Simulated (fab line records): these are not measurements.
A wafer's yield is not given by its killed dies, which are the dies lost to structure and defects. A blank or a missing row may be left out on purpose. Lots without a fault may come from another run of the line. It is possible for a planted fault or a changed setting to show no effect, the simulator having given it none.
Matching of chambers + flow nand_harc + cmp-01 running NHARC_A_CONTACT_CMP_20: 4 sister chambers
The step polishes, t overpolish 30 s, target thk 300 nm. 8 wafers are shown with their chamber, then 12 later ones without.

== WAFERS PAIRED WITH THEIR CHAMBERS ==
| wafer  | chamber | motor_current_A (A) | time_to_endpoint_s (s) |
|--------|---------|---------------------|------------------------|
| L088.2 | 2       | 10.2                | 67                     |
| L088.4 | 1       | 12.3                | 61                     |
| L089.2 | 0       | 13.8                | 66                     |
| L089.4 | 3       | 11.8                | 70                     |
| L089.5 | 0       | 13.6                | 68                     |
| L091.3 | 3       | 11.9                | 66                     |
| L091.5 | 1       | 12.7                | 55                     |
| L091.6 | 2       | 10.1                | 63                     |

== WAFERS WHOSE CHAMBER IS MISSING ==
| wafer  | motor_current_A (A) | time_to_endpoint_s (s) |
|--------|---------------------|------------------------|
| L090.1 | 9.6                 | 59                     |
| L090.3 | 13.3                | 64                     |
| L090.5 | 13.6                | 61                     |
| L094.1 | 12.7                | 61                     |
| L094.2 | 12.8                | 65                     |
| L094.5 | 11.4                | 69                     |
| L096.1 | 12.5                | 56                     |
| L096.4 | 13.1                | 61                     |
| L096.6 | 10.2                | 60                     |
| L095.3 | 11.5                | 66                     |
| L095.5 | 10.0                | 64                     |
| L095.6 | 13.0                | 60                     |

== THE CHAMBER EACH PASSED THROUGH ==
| wafer  | from the rows above     | in truth                   |
|--------|-------------------------|----------------------------|
| L090.1 | 2                       | 2                          |
| L090.3 | 0                       | 0                          |
| L090.5 | 0                       | 0                          |
| L094.1 | 1                       | 1                          |
| L094.2 | 1                       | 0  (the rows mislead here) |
| L094.5 | 3                       | 3                          |
| L096.1 | 1                       | 1                          |
| L096.4 | can't be placed: 1 or 0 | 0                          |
| L096.6 | 2                       | 2                          |
| L095.3 | 3                       | 3                          |
| L095.5 | 2                       | 2                          |
| L095.6 | can't be placed: 1 or 0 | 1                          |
Placed correctly: 9 of 12. Not placeable from these rows: 2 (in 2, the candidates include the true chamber). Number placed wrongly: 1.
How it was worked out, from the rows above alone: a wafer's distance from a chamber is the root of the sum, over the readings, of the square of ((its reading less the chamber's mean) divided by the reading's scatter). If the next closest chamber is less than 2 further off than the closest, the wafer can't be placed; otherwise it belongs to the closest. A chamber's mean is the mean of its shown wafers. The scatter: take each reading less its chamber's mean, square it, sum over the shown wafers, divide by the number of wafers less the number of chambers, and take the root.
